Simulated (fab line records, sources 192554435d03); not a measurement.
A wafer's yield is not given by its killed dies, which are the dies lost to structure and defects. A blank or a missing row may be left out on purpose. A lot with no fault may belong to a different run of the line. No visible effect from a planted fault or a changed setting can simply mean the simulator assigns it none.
A single fault, viewed from 2 desks :: flow n5Finfet :: each desk holds nothing but its own numbers, with what lay behind them at the end

METROLOGY DESK
Means of the sampled wafers that have a number, per lot and without regard to the tool the lot ran on: this is what the gauges read. Marked OUT: a lot whose mean sits more than 4 standard deviations from the usual mean, which makes it out of limits; the brackets give that distance.
Columns: A = M10_OVL at N5_BEOL_M10_OVL_MEAS_12, usual -0.5 nm
lot: L935
first seen here: day 10 10:32
A: -0.6

lot: L934
first seen here: day 10 13:37
A: -0.2

lot: L936
first seen here: day 10 14:12
A: -1.1

lot: L937
first seen here: day 10 20:43
A: -1.0

lot: L938
first seen here: day 10 21:14
A: -1.0

lot: L939
first seen here: day 11 18:33
A: -0.2

lot: L947
first seen here: day 13 03:35
A: -1.8

lot: L946
first seen here: day 13 05:02
A: -0.3

lot: L955
first seen here: day 15 13:21
A: -1.1

lot: L956
first seen here: day 15 20:26
A: -0.6

lot: L954
first seen here: day 15 20:33
A: 0.1
Finding of this desk: none of the 11 lots has anything out of limits.

FOR THE TOOL OWNER'S DESK: lithoTrack-03
The tool's own readings at N5_BEOL_M10_COAT_59 (time 60 s, resist thk 100 nm): means of the sampled wafers that have a number, for each lot that ran on this tool. Marked OUT: a lot whose mean sits more than 4 standard deviations from the usual mean, which makes it out of limits; the brackets give that distance.
Columns: A = heaterPowerTotalW at N5_BEOL_M10_COAT_59, usual 500.4 W; B = plateTempC at N5_BEOL_M10_COAT_59, usual 250.02 C
lot: L934
first seen here: day 10 13:13
A: 498.3
B: 250.01

lot: L936
first seen here: day 10 13:55
A: 501.1
B: 249.90

lot: L938
first seen here: day 10 20:50
A: 499.9
B: 249.98

lot: L947
first seen here: day 13 03:11
A: 472.4 (-16) OUT
B: 238.45 (-77) OUT

lot: L946
first seen here: day 13 04:45
A: 472.4 (-16) OUT
B: 238.54 (-77) OUT
This desk's finding: out of limits on L946, L947; first on L947, day 13 03:11 (heaterPowerTotalW at N5_BEOL_M10_COAT_59). L934, L936, L938 stayed within limits.

PUT TOGETHER
The tool owner's desk could have raised an alarm at day 13 03:11, on L946, L947.
The metrology desk saw nothing out of limits.
The metrology desk holds a record of L946, L947, inside its limits.
Of the lots named, all ran N5_BEOL_M10_COAT_59 on lithoTrack-03.

WHAT THE SIMULATOR HAD PUT IN
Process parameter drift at N5_BEOL_M10_COAT_59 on lithoTrack-03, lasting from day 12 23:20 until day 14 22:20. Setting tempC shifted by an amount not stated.
Shown lots that were struck: L946, L947.
Each desk's first reading out of limits, in hours after the fault started: the tool owner's desk, 4.
